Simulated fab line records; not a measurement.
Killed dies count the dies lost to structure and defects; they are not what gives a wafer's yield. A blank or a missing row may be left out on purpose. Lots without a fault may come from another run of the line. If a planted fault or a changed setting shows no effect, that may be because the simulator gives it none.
Which of the tools did it? | flow nandHarc | Sampling: 14 lots, 39 wafers, 4 of 1302 route steps

## WHAT THE GAUGES SHOWED, per wafer
NHARC_P_GATE_CD_MEAS_26 targets a cd of 120 nm.
lot  | measured     | on       | cdNm (nm)
L429 | day 4 21:41  | cdSem-01 | 119.8 119.8 120.1
L430 | day 5 11:13  | cdSem-03 | 119.0 119.7 119.0
L431 | day 5 16:25  | cdSem-03 | 120.2 120.5 120.4
L437 | day 9 04:36  | cdSem-01 | 119.1 119.2 119.3
L433 | day 9 05:54  | cdSem-01 | 120.4 123.5
L434 | day 9 07:24  | cdSem-03 | 122.5 120.1
L440 | day 9 10:25  | cdSem-03 | 123.6 123.6
L442 | day 10 22:34 | cdSem-02 | 118.8 120.2 119.2
L444 | day 11 02:46 | cdSem-02 | 118.6 119.3 119.5
L446 | day 11 22:33 | cdSem-03 | 119.3 120.5 120.4
L448 | day 12 18:10 | cdSem-01 | 119.2 118.6 118.5
L449 | day 13 06:04 | cdSem-02 | 119.0 119.1 118.7
L450 | day 14 01:55 | cdSem-02 | 121.2 120.7 121.6
L452 | day 14 12:59 | cdSem-02 | 120.2 120.1 120.1

NHARC_P_GATE_INSPECT_28.
lot  | measured     | on               | rawDefectCount
L429 | day 4 21:49  | defectInspect-02 | 6 10 6
L430 | day 5 11:21  | defectInspect-01 | 4 4 4
L431 | day 5 16:32  | defectInspect-01 | 11 9 2
L437 | day 9 04:43  | defectInspect-01 | 6 7 7
L433 | day 9 06:01  | defectInspect-02 | 11 7
L434 | day 9 07:31  | defectInspect-02 | 4 2
L440 | day 9 10:31  | defectInspect-01 | 2 4
L442 | day 10 22:41 | defectInspect-01 | 11 6 8
L444 | day 11 02:53 | defectInspect-02 | 5 2 3
L446 | day 11 22:41 | defectInspect-01 | 4 4 8
L448 | day 12 18:18 | defectInspect-02 | 3 6 10
L449 | day 13 06:11 | defectInspect-01 | 6 4 12
L450 | day 14 02:02 | defectInspect-01 | 7 5 4
L452 | day 14 13:07 | defectInspect-01 | 5 6 9

NHARC_P_GATE_CD_MEAS_33.
lot  | measured     | on       | cdNm (nm)
L429 | day 4 22:40  | cdSem-01 | 120.2 122.5 122.1
L430 | day 5 12:12  | cdSem-03 | 118.2 120.1 118.6
L431 | day 5 17:23  | cdSem-02 | 120.1 124.4 120.2
L437 | day 9 05:35  | cdSem-01 | 120.7 118.0 119.1
L433 | day 9 06:53  | cdSem-03 | 121.0 120.7
L434 | day 9 08:23  | cdSem-01 | 125.2 124.3
L440 | day 9 11:25  | cdSem-02 | 121.7 120.5
L442 | day 10 23:33 | cdSem-03 | 118.9 118.9 118.4
L444 | day 11 03:44 | cdSem-03 | 119.7 119.6 120.9
L446 | day 11 23:32 | cdSem-02 | 117.2 116.2 120.9
L448 | day 12 19:09 | cdSem-01 | 120.1 118.8 116.9
L449 | day 13 07:03 | cdSem-03 | 119.7 117.8 119.8
L450 | day 14 02:59 | cdSem-01 | 121.1 119.1 118.6
L452 | day 14 14:07 | cdSem-02 | 119.2 119.1 121.3

## EACH LOT AND THE TOOL THAT RAN IT (in order: tool; ch and the chambers of the sampled wafers; start)
lot  | NHARC_P_GATE_PEB_24
L429 | lithoTrack-04 ch 0, day 4 21:37
L430 | lithoTrack-04 ch 0, day 5 11:08
L431 | lithoTrack-06 ch 0, day 5 16:20
L437 | lithoTrack-01 ch 0, day 9 04:31
L433 | lithoTrack-06 ch 0, day 9 05:49
L434 | lithoTrack-06 ch 0, day 9 07:19
L440 | lithoTrack-06 ch 0, day 9 10:19
L442 | lithoTrack-04 ch 0, day 10 22:29
L444 | lithoTrack-01 ch 0, day 11 02:40
L446 | lithoTrack-04 ch 0, day 11 22:28
L448 | lithoTrack-01 ch 0, day 12 18:05
L449 | lithoTrack-01 ch 0, day 13 05:59
L450 | lithoTrack-06 ch 0, day 14 01:50
L452 | lithoTrack-06 ch 0, day 14 12:54
- NHARC_P_GATE_PEB_24: peb time 65 s.

## AS READ BY THE TOOLS THEMSELVES (means over the sampled wafers that have a number; for cases with no such wafer, the mark the record gives instead)
NHARC_P_GATE_PEB_24.
lot  | tool          | heaterPowerTotalW (W)
L429 | lithoTrack-04 | 156.6
L430 | lithoTrack-04 | 156.5
L431 | lithoTrack-06 | 156.9
L437 | lithoTrack-01 | 156.7
L433 | lithoTrack-06 | 160.0
L434 | lithoTrack-06 | 160.5
L440 | lithoTrack-06 | 164.4
L442 | lithoTrack-04 | 156.4
L444 | lithoTrack-01 | 156.4
L446 | lithoTrack-04 | 156.8
L448 | lithoTrack-01 | 156.5
L449 | lithoTrack-01 | 156.2
L450 | lithoTrack-06 | 157.0
L452 | lithoTrack-06 | 156.4

## THE ANSWER, worked out from the rows above alone
Rule: the usual values come from the lots themselves. The widest of any qualifying gaps counts: lots, ordered by their means at a reading, are off when they make up no more than a third of the lots, leave a main group of 4 or more, and stand apart from it by 3 or more times the standard deviation of that group's means. The tables above print the reading to a certain number of digits; a main group whose means all agree to those digits is not used. A lot without any number at a reading at which 4 lots or more have one is off too. Any other lot the step has rows for is counted as sound. Order of review: gauges by route order, followed by the tools' own readings, for which a lot's mean as printed above is used. At the first step where some lot is off, the reading lying furthest off is the one used; lots without a number count as furthest.
Off: L433, L434, L440, at NHARC_P_GATE_PEB_24 (heaterPowerTotalW). Main group: mean 156.6 W, sd 0.23.
A tool fits if, at that step or a process step before it, it ran every lot that is off, and no sound lot after the first of them. No candidate that was tried fits.

## WHAT WAS PUT IN BY THE SIMULATOR
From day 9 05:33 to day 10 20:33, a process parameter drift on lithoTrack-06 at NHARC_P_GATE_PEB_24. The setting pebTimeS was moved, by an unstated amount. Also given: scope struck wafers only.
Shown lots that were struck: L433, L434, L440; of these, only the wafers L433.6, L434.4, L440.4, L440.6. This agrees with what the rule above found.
